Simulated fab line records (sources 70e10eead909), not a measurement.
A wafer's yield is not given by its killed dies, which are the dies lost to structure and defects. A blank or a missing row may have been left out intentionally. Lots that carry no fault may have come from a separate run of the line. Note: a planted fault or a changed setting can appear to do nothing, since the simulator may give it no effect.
Matching of chambers / flow nand-harc / NHARC_THIN_TSV_ETCH_44 on rie-diel-12: 4 sister chambers
The step etches the open film in CF4/O2, target depth 1594.2 nm, time 797.1 s. 4 wafers are shown with their chamber, then 7 later ones without.

WAFERS PAIRED WITH THEIR CHAMBERS
wafer=L681.3; chamber=1; drypump-motor-current-A (A)=4.9
wafer=L681.4; chamber=3; drypump-motor-current-A (A)=6.5
wafer=L684.1; chamber=0; drypump-motor-current-A (A)=5.8
wafer=L684.3; chamber=2; drypump-motor-current-A (A)=5.3

WAFERS WHOSE CHAMBER IS MISSING
wafer=L684.5; drypump-motor-current-A (A)=5.3
wafer=L686.2; drypump-motor-current-A (A)=5.8
wafer=L686.3; drypump-motor-current-A (A)=6.5
wafer=L686.5; drypump-motor-current-A (A)=6.5
wafer=L694.1; drypump-motor-current-A (A)=5.8
wafer=L694.4; drypump-motor-current-A (A)=5.8
wafer=L694.6; drypump-motor-current-A (A)=5.4

THE CHAMBER EACH PASSED THROUGH
wafer=L684.5; from the rows above=2; in truth=2
wafer=L686.2; from the rows above=0; in truth=0
wafer=L686.3; from the rows above=3; in truth=3
wafer=L686.5; from the rows above=3; in truth=3
wafer=L694.1; from the rows above=0; in truth=0
wafer=L694.4; from the rows above=0; in truth=0
wafer=L694.6; from the rows above=2; in truth=2
7 of 7 placed correctly. Not placeable from these rows: 0. 0 placed wrongly.
How it was worked out, from the rows above alone: a wafer's distance from a chamber is the root of the sum, over the readings, of the square of ((its reading less the chamber's mean) divided by the reading's scatter). If the next closest chamber is less than 2 further off than the closest, the wafer can't be placed; otherwise it belongs to the closest. For every chamber, the mean is computed from those of its wafers that are shown. The scatter: root of mean squared gap, hidden wafer to nearest shown wafer, with one shown wafer a chamber.
